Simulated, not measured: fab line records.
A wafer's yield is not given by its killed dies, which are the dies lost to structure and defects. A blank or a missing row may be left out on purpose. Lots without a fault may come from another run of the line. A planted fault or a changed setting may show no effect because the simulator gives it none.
Which tool was responsible? | flow n5_finfet | 33 wafers from 11 lots sampled at 5 of the route's 1938 steps

## WHAT EACH GAUGE READ, for each wafer
The record holds no reading of a measuring or inspecting step that can be judged against a usual standard deviation.

## WHAT TOOL EACH LOT RAN ON (gives the tool, then ch and the chambers of the sampled wafers, and finally the start)
lot  | N5_GATE_CUT_VAPOR_ETCH_60        | N5_PASSIVATION_STRIP_14            | N5_PASSIVATION_DESCUM_32           | N5_PASSIVATION_PECVD_35         | N5_PASSIVATION_PROBE_49
L218 | rie_metal-02 ch 0,1, day 4 08:10 | rie_diel-03 ch 1,2,3, day 11 22:41 | rie_diel-06 ch 1,2,3, day 11 23:58 | pecvd-04 ch 0,1,2, day 12 01:16 | -
L219 | rie_metal-03 ch 0,1, day 4 17:46 | rie_diel-05 ch 0,1,2, day 12 13:22 | rie_diel-02 ch 0,2, day 12 14:32   | pecvd-04 ch 0,1,2, day 12 15:45 | -
L220 | rie_metal-02 ch 0,1, day 5 00:12 | rie_diel-03 ch 1,2, day 12 13:25   | rie_diel-01 ch 1,2, day 12 14:57   | pecvd-04 ch 0,2, day 12 16:10   | -
L223 | rie_metal-01 ch 0,1, day 5 13:46 | rie_diel-03 ch 1,2,3, day 13 16:49 | rie_diel-01 ch 0,1, day 13 18:04   | pecvd-01 ch 0,1, day 13 19:30   | -
L224 | rie_metal-02 ch 1, day 6 02:01   | rie_diel-05 ch 0,1,3, day 13 17:12 | rie_diel-01 ch 0,1,3, day 13 18:55 | pecvd-04 ch 0,1,2, day 13 20:09 | -
L226 | rie_metal-02 ch 1, day 6 10:34   | rie_diel-03 ch 0,1,3, day 14 01:08 | rie_diel-01 ch 0,2,3, day 14 03:26 | pecvd-04 ch 0,1,2, day 14 04:40 | -
L228 | rie_metal-03 ch 1, day 6 20:04   | rie_diel-03 ch 1,2,3, day 13 16:20 | rie_diel-01 ch 0,1, day 13 17:38   | pecvd-04 ch 0,1,2, day 13 18:51 | -
L227 | rie_metal-03 ch 0,1, day 6 21:56 | rie_diel-05 ch 0,1,3, day 14 11:45 | rie_diel-02 ch 0,1,3, day 14 14:19 | pecvd-01 ch 0,2, day 14 15:35   | prober-01, day 14 19:13
L229 | rie_metal-01 ch 0,1, day 7 06:03 | rie_diel-05 ch 0,1,3, day 15 00:42 | rie_diel-06 ch 0,1, day 15 02:01   | pecvd-04 ch 0,1,2, day 15 03:16 | -
L230 | rie_metal-01 ch 0,1, day 7 08:01 | rie_diel-03 ch 2,3, day 15 00:02   | rie_diel-06 ch 1,3, day 15 01:53   | pecvd-01 ch 0,1,2, day 15 03:07 | -
L234 | rie_metal-01 ch 0,1, day 8 07:19 | rie_diel-05 ch 0,2,3, day 15 19:58 | rie_diel-02 ch 0,1,2, day 15 21:09 | pecvd-04 ch 0,1,2, day 15 22:23 | prober-01, day 16 02:04
- N5_GATE_CUT_VAPOR_ETCH_60: etches HfO2 in BCl3/Cl2.
- N5_PASSIVATION_STRIP_14: strips in O2.
- N5_PASSIVATION_DESCUM_32: chemistry O2, time 7.9 s.
- N5_PASSIVATION_PECVD_35: deposits SiNx from SiH4/NH3/N2, target thk 700 nm, time 151.3 s.
- N5_PASSIVATION_PROBE_49

## WHAT THE TOOLS THEMSELVES READ (means of the sampled wafers that have a number; where no wafer has one, the mark that the record gives instead)
N5_GATE_CUT_VAPOR_ETCH_60. Usual: drypump_motor_current_A 5.9 A, standard deviation 0.41; oes_product_au 0.73 a.u., standard deviation 0.067.
lot  | tool         | drypump_motor_current_A (A) | oes_product_au (a.u.) | flag
L218 | rie_metal-02 | 5.5                         | 0.64                  |
L219 | rie_metal-03 | 5.5                         | 0.74                  |
L220 | rie_metal-02 | 5.7                         | 0.70                  |
L223 | rie_metal-01 | 6.3                         | 0.75                  |
L224 | rie_metal-02 | 6.0                         | 0.76                  |
L226 | rie_metal-02 | 6.0                         | 0.75                  |
L228 | rie_metal-03 | 5.8                         | 0.73                  |
L227 | rie_metal-03 | 5.5                         | 0.74                  |
L229 | rie_metal-01 | 6.3                         | 0.75                  |
L230 | rie_metal-01 | 6.4                         | 0.75                  |
L234 | rie_metal-01 | 6.2                         | 0.71                  |

N5_PASSIVATION_STRIP_14. Usual: drypump_motor_current_A 5.8 A, standard deviation 0.4; oes_product_au 0.80 a.u., standard deviation 0.069; rf_vpp_V 3.8 V, standard deviation 0.88; showerhead_plenum_p_Torr 2.10 Torr, standard deviation 0.082; throttle_valve_pct 16.69 %, standard deviation 0.22.
lot  | tool        | drypump_motor_current_A (A) | oes_product_au (a.u.) | rf_vpp_V (V) | showerhead_plenum_p_Torr (Torr) | throttle_valve_pct (%) | flag
L218 | rie_diel-03 | 6.1                         | 0.80                  | 3.8          | 2.11                            | 16.65                  |
L219 | rie_diel-05 | 5.7                         | 0.82                  | 4.0          | 2.15                            | 16.66                  |
L220 | rie_diel-03 | 6.1                         | 0.75                  | 3.7          | 2.03                            | 16.67                  |
L223 | rie_diel-03 | 6.1                         | 0.80                  | 4.2          | 2.11                            | 16.66                  |
L224 | rie_diel-05 | 5.7                         | 0.85                  | 3.3          | 2.10                            | 16.55                  |
L226 | rie_diel-03 | 5.8                         | 0.75                  | 2.9          | 2.10                            | 16.81                  |
L228 | rie_diel-03 | 6.1                         | 0.79                  | 3.2          | 2.10                            | 16.68                  |
L227 | rie_diel-05 | 5.7                         | 0.84                  | 3.7          | 2.09                            | 16.56                  |
L229 | rie_diel-05 | 5.6                         | 0.84                  | 3.7          | 2.09                            | 16.57                  |
L230 | rie_diel-03 | 6.1                         | 0.83                  | 4.6          | 2.17                            | 16.68                  |
L234 | rie_diel-05 | 5.7                         | 0.83                  | 4.3          | 2.09                            | 16.64                  |

N5_PASSIVATION_DESCUM_32. Usual: drypump_motor_current_A 5.7 A, standard deviation 0.46; oes_product_au 0.79 a.u., standard deviation 0.082; rf_vpp_V 243.3 V, standard deviation 1.4; showerhead_plenum_p_Torr 2.11 Torr, standard deviation 0.078; throttle_valve_pct 20.41 %, standard deviation 0.22.
lot  | tool        | drypump_motor_current_A (A) | oes_product_au (a.u.) | rf_vpp_V (V) | showerhead_plenum_p_Torr (Torr) | throttle_valve_pct (%) | flag
L218 | rie_diel-06 | 5.6                         | 0.77                  | 242.7        | 2.09                            | 20.58                  |
L219 | rie_diel-02 | 5.9                         | 0.80                  | 245.1        | 2.20                            | 20.27                  |
L220 | rie_diel-01 | 5.2                         | 0.91                  | 244.2        | 2.16                            | 20.33                  |
L223 | rie_diel-01 | 5.6                         | 0.72                  | 242.3        | 2.04                            | 20.51                  |
L224 | rie_diel-01 | 5.8                         | 0.73                  | 244.0        | 2.11                            | 20.46                  |
L226 | rie_diel-01 | 5.6                         | 0.78                  | 242.9        | 2.09                            | 20.53                  |
L228 | rie_diel-01 | 5.6                         | 0.72                  | 241.8        | 2.04                            | 20.52                  |
L227 | rie_diel-02 | 6.0                         | 0.84                  | 243.2        | 2.11                            | 20.19                  |
L229 | rie_diel-06 | 5.2                         | 0.83                  | 242.5        | 2.02                            | 20.25                  |
L230 | rie_diel-06 | 5.9                         | 0.75                  | 242.9        | 2.05                            | 20.56                  |
L234 | rie_diel-02 | 6.0                         | 0.83                  | 244.0        | 2.18                            | 20.25                  |

N5_PASSIVATION_PECVD_35. Usual: heater_power_w 372 W, standard deviation 110; showerhead_plenum_p_Torr 8.65 Torr, standard deviation 0.068; throttle_valve_pct 28.3 %, standard deviation 0.9.
lot  | tool     | heater_power_w (W) | showerhead_plenum_p_Torr (Torr) | throttle_valve_pct (%) | flag
L218 | pecvd-04 | 390                | 8.63                            | 27.7                   |
L219 | pecvd-04 | 372                | 8.63                            | 28.0                   |
L220 | pecvd-04 | 341                | 8.64                            | 28.2                   |
L223 | pecvd-01 | 352                | 8.70                            | 29.5                   |
L224 | pecvd-04 | 399                | 8.63                            | 27.8                   |
L226 | pecvd-04 | 376                | 8.62                            | 27.8                   |
L228 | pecvd-04 | 446                | 8.64                            | 27.7                   |
L227 | pecvd-01 | 367                | 8.62                            | 28.9                   |
L229 | pecvd-04 | 379                | 8.63                            | 28.0                   |
L230 | pecvd-01 | 294                | 8.70                            | 29.0                   |
L234 | pecvd-04 | 385                | 8.64                            | 27.8                   |

N5_PASSIVATION_PROBE_49. Usual: defect_limited_yield 91.2 %, standard deviation 1.4; killed_at_M0_to_M3 34, standard deviation 9.4; killed_at_M4_up 13, standard deviation 5.8; killed_at_contacts 13, standard deviation 6.4; killed_at_front_end 41, standard deviation 11; killed_at_other 3.1, standard deviation 2.3; killed_dies 103, standard deviation 16; killed_open 69, standard deviation 12; killed_short 33, standard deviation 7.8; sort_bin_5_function 5.1 %, standard deviation 0.91; sort_bin_6_memory 3.3 %, standard deviation 0.63; sort_n_pass 1077, standard deviation 16; sort_yield_pct 91.2 %, standard deviation 1.4.
lot  | tool      | defect_limited_yield (%) | killed_at_M0_to_M3 | killed_at_M4_up | killed_at_contacts | killed_at_front_end | killed_at_other | killed_dies | killed_open | killed_short | sort_bin_5_function (%) | sort_bin_6_memory (%) | sort_n_pass | sort_yield_pct (%) | flag
L227 | prober-01 | 91.4                     | 46                 | 14              | 9                  | 29                  | 3.0             | 101         | 59          | 39           | 5.0                     | 3.1                   | 1079        | 91.4               |
L234 | prober-01 | 84.5                     | 29                 | 5               | 21                 | 122                 | 5.7             | 183         | 57          | 37           | 9.4                     | 4.0                   | 997         | 84.5               | OFF

## THE ANSWER, worked out from the rows above alone
Rule: a lot is off if the mean of its wafers that have a number lies more than 3 standard deviations from the usual mean. Also off: a lot with no number at a reading for which 4 or more lots have one. Any other lot the step has rows for is counted as sound. Order of review: gauges by route order, followed by the tools' own readings, for which a lot's mean as printed above is used. At the first step where some lot is off, the reading lying furthest off is the one used; lots without a number count as furthest.
Off: L234 (N5_PASSIVATION_PROBE_49, killed_at_front_end). Neither off nor sound, because the step has no rows for them: L218, L219, L220, L223, L224, L226, L228, L229, L230.
A tool fits if, at that step or a process step before it, it ran every lot that is off, and no sound lot after the first of them. Can't be told from this: 5 tools fit, rie_metal-01 at N5_GATE_CUT_VAPOR_ETCH_60, rie_diel-05 at N5_PASSIVATION_STRIP_14, rie_diel-02 at N5_PASSIVATION_DESCUM_32, pecvd-04 at N5_PASSIVATION_PECVD_35, prober-01 at N5_PASSIVATION_PROBE_49.

## WHAT THE SIMULATOR HAD PUT IN
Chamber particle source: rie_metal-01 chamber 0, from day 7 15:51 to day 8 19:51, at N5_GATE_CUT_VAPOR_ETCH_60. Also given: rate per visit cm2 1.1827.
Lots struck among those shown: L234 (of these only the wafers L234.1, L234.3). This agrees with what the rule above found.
